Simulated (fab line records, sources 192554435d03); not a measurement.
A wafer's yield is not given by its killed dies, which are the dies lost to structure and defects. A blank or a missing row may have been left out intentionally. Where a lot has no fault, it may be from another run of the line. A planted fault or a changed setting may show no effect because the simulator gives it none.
Matching of chambers	flow n5Finfet	N5_FIN_SAQP_HM_DEP_03 on pecvd-04: 3 sister chambers
The step deposits SiNx from SiH4/NH3/N2, target thk 38 nm, time 33.6 s. 3 wafers are shown with their chamber, then 6 later ones without.

## EACH WAFER AND ITS CHAMBER
wafer	chamber	throttleValvePct (%)
L943.2	2	37.2
L943.4	1	38.3
L943.5	0	40.8

## WAFERS WHOSE CHAMBER IS MISSING
wafer	throttleValvePct (%)
L944.3	37.4
L944.5	37.2
L944.6	38.3
L946.1	37.2
L946.4	38.2
L946.6	40.5

## CHAMBER TAKEN BY EACH
wafer	from the rows above	in truth
L944.3	2	2
L944.5	2	2
L944.6	1	1
L946.1	2	2
L946.4	1	1
L946.6	0	0
Correct placement for 6 of the 6. Number that these rows cannot place: 0. Placed wrongly: 0.
How it was worked out, from the rows above alone: a wafer's distance from a chamber is the root of the sum, over the readings, of the square of ((its reading less the chamber's mean) divided by the reading's scatter). If the next closest chamber is less than 2 further off than the closest, the wafer can't be placed; otherwise it belongs to the closest. The mean given for a chamber averages the wafers shown for that chamber. The scatter: with one shown wafer a chamber, the root of the mean of the squares of how far each hidden wafer lies from its nearest shown one.
